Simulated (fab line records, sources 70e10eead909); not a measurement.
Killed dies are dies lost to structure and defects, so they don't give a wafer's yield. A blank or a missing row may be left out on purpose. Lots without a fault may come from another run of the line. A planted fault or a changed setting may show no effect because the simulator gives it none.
Which tool did it? | flow nand_harc | 12 lots, 36 wafers sampled, at 7 steps of a route of 1159

WHAT THE GAUGES READ, wafer by wafer
NHARC_P_M0_CD_MEAS_09: target cd 90 nm.
lot  | measured     | on        | cd_nm (nm)
L635 | day 5 16:08  | cd_sem-01 | 90.6 91.0 91.4
L636 | day 6 08:14  | cd_sem-01 | 90.5 91.1 90.0
L640 | day 7 04:01  | cd_sem-02 | 82.5 82.7 83.1
L638 | day 7 05:26  | cd_sem-02 | 83.8 82.0 82.7
L644 | day 8 05:46  | cd_sem-01 | 89.9 88.6 89.7
L647 | day 10 04:08 | cd_sem-03 | 90.7 90.7 89.3
L645 | day 10 04:34 | cd_sem-01 | 90.9 90.5 90.8
L646 | day 10 08:02 | cd_sem-02 | 90.9 90.8 90.7
L649 | day 10 09:07 | cd_sem-03 | 89.5 90.7 89.5
L650 | day 10 16:30 | cd_sem-01 | 89.0 89.7 89.8
L655 | day 10 21:32 | cd_sem-02 | 89.9 90.3 90.8
L658 | day 11 14:53 | cd_sem-03 | 90.6 88.6 89.7

NHARC_P_M0_CD_MEAS_16.
lot  | measured     | on        | cd_nm (nm)
L635 | day 5 16:38  | cd_sem-02 | 91.3 90.5 91.2
L636 | day 6 08:43  | cd_sem-01 | 90.7 90.3 88.8
L640 | day 7 04:34  | cd_sem-01 | 81.9 82.1 82.9
L638 | day 7 06:03  | cd_sem-01 | 82.3 81.3 81.7
L644 | day 8 06:16  | cd_sem-01 | 89.4 87.7 88.5
L647 | day 10 04:37 | cd_sem-03 | 91.2 91.0 89.0
L645 | day 10 05:04 | cd_sem-02 | 90.6 90.6 90.5
L646 | day 10 08:31 | cd_sem-02 | 90.4 91.9 89.7
L649 | day 10 09:37 | cd_sem-02 | 89.5 90.3 88.4
L650 | day 10 16:59 | cd_sem-02 | 88.9 90.2 89.2
L655 | day 10 22:01 | cd_sem-01 | 89.7 90.9 91.6
L658 | day 11 15:22 | cd_sem-03 | 90.3 88.6 90.0

NHARC_END_SORT_01.
lot  | measured     | on        | defect_limited_yield (%) | killed_at_array | killed_at_other | killed_at_periphery | killed_dies | killed_open | killed_short | sort_bin_2_pct (%) | sort_bin_3_pct (%) | sort_bin_4_pct (%) | sort_n_pass | sort_rim_yield_pct (%) | sort_yield_pct (%)
L647 | day 26 01:56 | prober-01 | 97.5 97.3 96.6           | 15 10 19        | 1 2 1           | 1 6 3               | 17 18 23    | 4 4 10      | 2 3 4        | 0.9 0.9 0.9        | 0.15 0 0.15        | 1.5 1.8 2.4        | 660 659 654 | 97.2 97.2 96.2         | 97.5 97.3 96.6
L645 | day 24 01:34 | prober-01 | 93.4 92.8 91.4           | 41 41 51        | 0 1 0           | 4 7 7               | 45 49 58    | 6 3 5       | 3 4 3        | 2.8 3.0 3.0        | 0.59 0.44 0.74     | 3.2 3.8 4.9        | 632 628 619 | 99.1 88.7 90.6         | 93.4 92.8 91.4
L649 | day 24 11:00 | prober-01 | 95.3 95.1 94.8           | 30 31 33        | 0 0 0           | 2 2 2               | 32 33 35    | 4 3 3       | 2 1 1        | 1.3 1.6 1.5        | 0.59 0.30 0.44     | 2.8 3.0 3.2        | 645 644 642 | 99.1 99.1 100.0        | 95.3 95.1 94.8
L658 | day 26 10:38 | prober-02 | 95.7 95.4 95.7           | 26 30 26        | 1 0 0           | 2 1 3               | 29 31 29    | 3 2 0       | 1 1 1        | 1.6 1.3 1.5        | 0.15 0.30 0.15     | 2.5 3.0 2.7        | 648 646 648 | 98.1 96.2 91.5         | 95.7 95.4 95.7

WHICH TOOL RAN EACH LOT (tool, then ch and the chambers of the sampled wafers, then the start)
lot  | NHARC_P_CONTACT_PVD_32                  | NHARC_P_CONTACT_ALD_22              | NHARC_P_CONTACT_CMP_24        | NHARC_P_M0_PEB_07
L635 | pvd_sputter-02, day 5 13:46 or earlier  | ald_metal-04 ch 1,2,3, day 5 13:46  | cmp-02 ch 0,2,3, day 5 14:58  | litho_track-06 ch 0, day 5 16:03
L636 | pvd_sputter-01, day 6 00:12 or earlier  | ald_metal-03 ch 0,2, day 6 00:12    | cmp-01 ch 2,3, day 6 06:47    | litho_track-06 ch 0, day 6 08:09
L640 | pvd_sputter-02, day 6 21:58 or earlier  | ald_metal-03 ch 2,3, day 6 21:58    | cmp-03 ch 1,2,3, day 7 02:52  | litho_track-06 ch 0, day 7 03:56
L638 | pvd_sputter-01, day 6 23:55 or earlier  | ald_metal-04 ch 0,2,3, day 6 23:55  | cmp-03 ch 1,2,3, day 7 04:08  | litho_track-06 ch 0, day 7 05:22
L644 | pvd_sputter-03, day 8 03:35 or earlier  | ald_metal-01 ch 1,3, day 8 03:35    | cmp-03 ch 0,2, day 8 04:25    | litho_track-04 ch 0, day 8 05:41
L647 | pvd_sputter-03, day 9 12:55 or earlier  | ald_metal-03 ch 0,1,2, day 9 12:55  | cmp-02 ch 1,3, day 10 02:52   | litho_track-01 ch 0, day 10 04:04
L645 | pvd_sputter-01, day 9 13:35 or earlier  | ald_metal-01 ch 0,2,3, day 9 13:35  | cmp-01 ch 0,1,2, day 10 03:25 | litho_track-01 ch 0, day 10 04:29
L646 | pvd_sputter-03, day 9 15:34 or earlier  | ald_metal-03 ch 1,2,3, day 9 15:34  | cmp-03 ch 1,2,3, day 10 06:50 | litho_track-01 ch 0, day 10 07:56
L649 | pvd_sputter-03, day 10 02:03 or earlier | ald_metal-03 ch 0,1,3, day 10 02:03 | cmp-02 ch 1,3, day 10 07:48   | litho_track-01 ch 0, day 10 09:02
L650 | pvd_sputter-02, day 10 08:43 or earlier | ald_metal-04 ch 0,2,3, day 10 08:43 | cmp-01 ch 0,1,2, day 10 15:16 | litho_track-04 ch 0, day 10 16:25
L655 | pvd_sputter-01, day 10 15:34 or earlier | ald_metal-04 ch 0,2,3, day 10 15:34 | cmp-01 ch 0,1,2, day 10 20:13 | litho_track-01 ch 0, day 10 21:28
L658 | pvd_sputter-02, day 11 08:45 or earlier | ald_metal-01 ch 1,2,3, day 11 08:45 | cmp-02 ch 1,2,3, day 11 13:42 | litho_track-01 ch 0, day 11 14:49
- NHARC_P_CONTACT_PVD_32: deposits Ti, target thk 5 nm, time 17.7 s.
- NHARC_P_CONTACT_ALD_22: deposits TiN, target thk 3 nm, pulse time 1 s, ald cycles 150.
- NHARC_P_CONTACT_CMP_24: polishes, t overpolish 30 s, target thk 200 nm.
- NHARC_P_M0_PEB_07: peb time 65 s.

WHAT THE TOOLS THEMSELVES READ (means of the sampled wafers that have a number; where no wafer has one, the mark that the record gives instead)
NHARC_P_CONTACT_PVD_32.
lot  | tool           | chamber_pressure_pa (Pa) | throttle_valve_pct (%)
L635 | pvd_sputter-02 | 4.994                    | 30.0
L636 | pvd_sputter-01 | 4.997                    | 29.8
L640 | pvd_sputter-02 | 5.001                    | 29.2
L638 | pvd_sputter-01 | 5.011                    | 30.1
L644 | pvd_sputter-03 | 5.004                    | 30.5
L647 | pvd_sputter-03 | 5.003                    | 30.1
L645 | pvd_sputter-01 | 4.994                    | 29.5
L646 | pvd_sputter-03 | 4.998                    | 30.5
L649 | pvd_sputter-03 | 5.007                    | 30.1
L650 | pvd_sputter-02 | 4.994                    | 29.6
L655 | pvd_sputter-01 | 4.998                    | 29.8
L658 | pvd_sputter-02 | 5.000                    | 29.4

NHARC_P_CONTACT_ALD_22.
lot  | tool         | heater_power_w (W) | precursor_pulse_height_rel
L635 | ald_metal-04 | 1116               | 1.022
L636 | ald_metal-03 | 1115               | 0.999
L640 | ald_metal-03 | 1179               | 1.001
L638 | ald_metal-04 | 1106               | 1.005
L644 | ald_metal-01 | 1328               | 1.001
L647 | ald_metal-03 | 1168               | 1.001
L645 | ald_metal-01 | 1070               | 0.988
L646 | ald_metal-03 | 1206               | 1.000
L649 | ald_metal-03 | 1092               | 1.001
L650 | ald_metal-04 | 1129               | 0.992
L655 | ald_metal-04 | 1133               | 0.997
L658 | ald_metal-01 | 1162               | 0.988

NHARC_P_CONTACT_CMP_24.
lot  | tool   | motor_current_A (A) | overpolish_run_s (s) | time_to_endpoint_s (s)
L635 | cmp-02 | 11.3                | 30.001               | 36
L636 | cmp-01 | 12.1                | 30.011               | 36
L640 | cmp-03 | 11.0                | 30.005               | 32
L638 | cmp-03 | 11.4                | 30.005               | 32
L644 | cmp-03 | 10.7                | 30.004               | 43
L647 | cmp-02 | 10.9                | 29.997               | 39
L645 | cmp-01 | 13.0                | 30.002               | 43
L646 | cmp-03 | 11.2                | 30.001               | 41
L649 | cmp-02 | 11.0                | 30.001               | 35
L650 | cmp-01 | 13.0                | 30.001               | 44
L655 | cmp-01 | 12.7                | 29.993               | 44
L658 | cmp-02 | 11.3                | 29.996               | 37

NHARC_P_M0_PEB_07.
lot  | tool           | heater_power_total_W (W) | plate_temp_C (C)
L635 | litho_track-06 | 156.4                    | 99.87
L636 | litho_track-06 | 157.0                    | 99.90
L640 | litho_track-06 | 152.8                    | 98.16
L638 | litho_track-06 | 152.6                    | 98.05
L644 | litho_track-04 | 156.8                    | 100.05
L647 | litho_track-01 | 156.5                    | 100.08
L645 | litho_track-01 | 156.6                    | 100.00
L646 | litho_track-01 | 156.9                    | 100.02
L649 | litho_track-01 | 156.5                    | 100.13
L650 | litho_track-04 | 156.4                    | 100.09
L655 | litho_track-01 | 157.1                    | 100.11
L658 | litho_track-01 | 156.2                    | 100.06

THE ANSWER, worked out from the rows above alone
Rule: what is usual is taken from the lots themselves. Put in order of their means at a reading, lots are off if they are a third of the lots or fewer, leave a main group of 4 or more, and stand apart from it by a gap of 3 or more times the standard deviation of the main group's means; of several such gaps the widest counts. A main group whose means are all the same, to the digits that the tables above print for the reading, isn't used. A lot without any number at a reading at which 4 lots or more have one is off too. The other lots that the step has rows for count as sound. The gauges are gone through in route order, then the tools' own readings, and for those a lot's mean is taken as printed above. The first step at which some lot is off is used, and at that step the reading that is off furthest; a lot without a number counts as furthest.
Off: L640, L638, at NHARC_P_M0_CD_MEAS_09 (cd_nm). The main group: mean 90.2 nm, standard deviation 0.54.
A tool fits if, at a process step before that reading, it ran every lot that is off, and no sound lot after the first of them. The gauges at NHARC_P_M0_CD_MEAS_09 aren't tried: what is off there is off at NHARC_P_M0_CD_MEAS_16 too, on other tools, and a gauge's error can't cause that. NHARC_P_CONTACT_PVD_32 gives no start for some lots, so the hours and the order of its lots are those of NHARC_P_CONTACT_ALD_22. One fits: litho_track-06 at NHARC_P_M0_PEB_07. Its last sound lot is L636 (day 6 08:09), its first lot that is off L640 (day 7 03:56): a fault that began between those two fits.
The tool's own readings at NHARC_P_M0_PEB_07 bear it out: on the lots that are off they differ by more than 5 times the standard deviation of the sound lots' means. heater_power_total_W reads 152.7 W there against 156.6 W on the sound lots; plate_temp_C reads 98.10 C there against 100.03 C on the sound lots.

WHAT THE SIMULATOR HAD PUT IN
Process parameter drift: litho_track-06, from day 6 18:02 on, at NHARC_P_M0_PEB_07. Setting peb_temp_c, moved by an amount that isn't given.
Lots struck among those shown: L640, L638. The rule above found the same.
